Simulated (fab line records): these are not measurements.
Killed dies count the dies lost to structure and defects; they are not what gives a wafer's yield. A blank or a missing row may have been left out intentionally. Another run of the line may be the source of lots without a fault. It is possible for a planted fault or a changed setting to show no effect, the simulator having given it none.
One fault seen from 2 desks :: flow n5_finfet :: each desk has only its own numbers; what lay behind them comes last

== DESK OF THE TOOL OWNER: ald_metal-03 ==
The tool's own readings at N5_HKMG_FIN_ALD_79 (deposits TiN, target thk 1.5 nm, pulse time 1 s, purge time 3 s): means of the sampled wafers that have a number, for each lot that ran on this tool. If a lot's mean is further than 4 standard deviations from the usual mean, the lot is out of limits and carries the mark OUT (the distance appears in the brackets).
Columns: A = heater_power_w at N5_HKMG_FIN_ALD_79, usual 881 W; B = precursor_pulse_height_rel at N5_HKMG_FIN_ALD_79, usual 0.999
lot: L180
first seen here: day 4 01:53
A: 930
B: 0.996

lot: L181
first seen here: day 4 06:10
A: 896
B: 0.997

lot: L183
first seen here: day 4 20:10
A: 924
B: 0.997

lot: L184
first seen here: day 5 03:43
A: 877
B: 0.995

lot: L194
first seen here: day 7 13:49
A: 886
B: 1.010

lot: L198
first seen here: day 8 12:44
A: 851
B: 1.010
This desk found nothing out of limits on any of the 6 lots.

== METROLOGY DESK ==
What the gauges read, lot by lot, whatever tool the lot ran on: means of the sampled wafers that have a number. If a lot's mean is further than 4 standard deviations from the usual mean, the lot is out of limits and carries the mark OUT (the distance appears in the brackets). 7 of its 11 readings are shown, namely those furthest out on some lot.
Columns: A = cd_nm at N5_HKMG_FIN_CD_MEAS_49, usual 202.5 nm; B = DIBL_P at N5_BEOL_M4_RC_MEAS_101, usual 36.2 mV/V; C = IOFF_P at N5_BEOL_M4_RC_MEAS_101, usual 0.21 nA/um; D = ION_P at N5_BEOL_M4_RC_MEAS_101, usual 461 uA/um; E = SS_P at N5_BEOL_M4_RC_MEAS_101, usual 73.3 mV/dec; F = VT_N at N5_BEOL_M4_RC_MEAS_101, usual 251 mV; G = VT_P at N5_BEOL_M4_RC_MEAS_101, usual -251 mV
lot: L180
first seen here: day 4 00:25
A: 202.7
B: 34.5
C: 0.21
D: 471
E: 73.5
F: 251
G: -251

lot: L181
first seen here: day 4 04:43
A: 202.6
B: 36.8
C: 0.22
D: 466
E: 73.7
F: 252
G: -253

lot: L182
first seen here: day 4 10:02
A: 201.9
B: 34.8
C: 0.17
D: 452
E: 73.1
F: 254
G: -252

lot: L183
first seen here: day 4 18:43
A: 202.9
B: 35.1
C: 0.18
D: 454
E: 73.3
F: 251
G: -253

lot: L184
first seen here: day 5 02:01
A: 203.5
B: 38.1
C: 0.26
D: 467
E: 74.1
F: 251
G: -246

lot: L188
first seen here: day 5 21:28
A: 202.3
B: 33.0
C: 0.18
D: 460
E: 73.0
F: 253
G: -252

lot: L194
first seen here: day 7 12:00
A: 203.0
B: 39.1
C: 0.26
D: 470
E: 74.2
F: 246
G: -249

lot: L198
first seen here: day 8 11:17
A: 202.1
B: 36.7
C: 0.21
D: 462
E: 73.3
F: 250
G: -252

lot: L199
first seen here: day 8 18:29
A: 201.5
B: 36.2
C: 0.19
D: 458
E: 73.4
F: 253
G: -251

lot: L200
first seen here: day 8 23:02
A: 202.4
B: 36.0
C: 0.16
D: 453
E: 73.0
F: 252
G: -259

lot: L201
first seen here: day 9 04:31
A: 201.2
B: 36.3
C: 0.20
D: 459
E: 73.5
F: 250
G: -254

lot: L202
first seen here: day 9 11:37
A: 202.2
B: 35.4
C: 0.17
D: 458
E: 72.4
F: 253
G: -254
This desk found nothing out of limits on any of the 12 lots.

== TAKEN TOGETHER ==
Nothing out of limits was seen by the tool owner's desk.
Nothing out of limits was seen by the metrology desk.

== WHAT WAS PUT IN BY THE SIMULATOR ==
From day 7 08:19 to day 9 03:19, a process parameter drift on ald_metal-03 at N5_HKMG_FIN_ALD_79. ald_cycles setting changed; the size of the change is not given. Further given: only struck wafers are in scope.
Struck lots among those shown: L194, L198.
